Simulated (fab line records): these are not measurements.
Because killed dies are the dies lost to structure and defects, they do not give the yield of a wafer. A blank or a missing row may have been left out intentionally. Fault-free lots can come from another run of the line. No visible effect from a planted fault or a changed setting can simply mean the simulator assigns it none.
Chamber matching :: flow n5_finfet :: rie_diel-01 running N5_HKMG_FIN_STRIP_57: 4 sister chambers
The step strips in CF4. 8 wafers are shown with their chamber, then 9 later ones without.

== WAFERS WITH THEIR CHAMBER ==
wafer: L076.6
chamber: 0
showerhead_plenum_p_Torr (Torr): 1.78
throttle_valve_pct (%): 13.89

wafer: L079.1
chamber: 0
showerhead_plenum_p_Torr (Torr): 1.77
throttle_valve_pct (%): 13.91

wafer: L081.6
chamber: 3
showerhead_plenum_p_Torr (Torr): 1.84
throttle_valve_pct (%): 13.29

wafer: L085.1
chamber: 2
showerhead_plenum_p_Torr (Torr): 1.71
throttle_valve_pct (%): 13.82

wafer: L085.5
chamber: 2
showerhead_plenum_p_Torr (Torr): 1.71
throttle_valve_pct (%): 13.82

wafer: L086.1
chamber: 1
showerhead_plenum_p_Torr (Torr): 1.85
throttle_valve_pct (%): 13.85

wafer: L086.2
chamber: 3
showerhead_plenum_p_Torr (Torr): 1.84
throttle_valve_pct (%): 13.30

wafer: L086.4
chamber: 1
showerhead_plenum_p_Torr (Torr): 1.85
throttle_valve_pct (%): 13.85

== WAFERS WITH NO CHAMBER GIVEN ==
wafer: L090.4
showerhead_plenum_p_Torr (Torr): 1.77
throttle_valve_pct (%): 13.38

wafer: L090.5
showerhead_plenum_p_Torr (Torr): 1.71
throttle_valve_pct (%): 13.85

wafer: L090.6
showerhead_plenum_p_Torr (Torr): 1.83
throttle_valve_pct (%): 13.33

wafer: L092.4
showerhead_plenum_p_Torr (Torr): 1.85
throttle_valve_pct (%): 13.33

wafer: L092.5
showerhead_plenum_p_Torr (Torr): 1.77
throttle_valve_pct (%): 13.40

wafer: L092.6
showerhead_plenum_p_Torr (Torr): 1.83
throttle_valve_pct (%): 13.34

wafer: L094.1
showerhead_plenum_p_Torr (Torr): 1.84
throttle_valve_pct (%): 13.34

wafer: L094.2
showerhead_plenum_p_Torr (Torr): 1.70
throttle_valve_pct (%): 13.89

wafer: L094.3
showerhead_plenum_p_Torr (Torr): 1.83
throttle_valve_pct (%): 13.34

== WHICH CHAMBER EACH WENT THROUGH ==
wafer: L090.4
from the rows above: 3
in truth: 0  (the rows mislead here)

wafer: L090.5
from the rows above: 2
in truth: 2

wafer: L090.6
from the rows above: 3
in truth: 3

wafer: L092.4
from the rows above: 3
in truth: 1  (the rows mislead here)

wafer: L092.5
from the rows above: 3
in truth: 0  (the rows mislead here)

wafer: L092.6
from the rows above: 3
in truth: 3

wafer: L094.1
from the rows above: 3
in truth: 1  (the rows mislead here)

wafer: L094.2
from the rows above: 2
in truth: 2

wafer: L094.3
from the rows above: 3
in truth: 3
5 of 9 placed correctly. From these rows, 0 cannot be placed. Placed wrongly: 4.
How it was worked out, from the rows above alone: a wafer's distance from a chamber is the root of the sum, over the readings, of the square of ((its reading less the chamber's mean) divided by the reading's scatter). If the next closest chamber is less than 2 further off than the closest, the wafer can't be placed; otherwise it belongs to the closest. The mean given for a chamber averages the wafers shown for that chamber. The scatter: take each reading less its chamber's mean, square it, sum over the shown wafers, divide by the number of wafers less the number of chambers, and take the root.
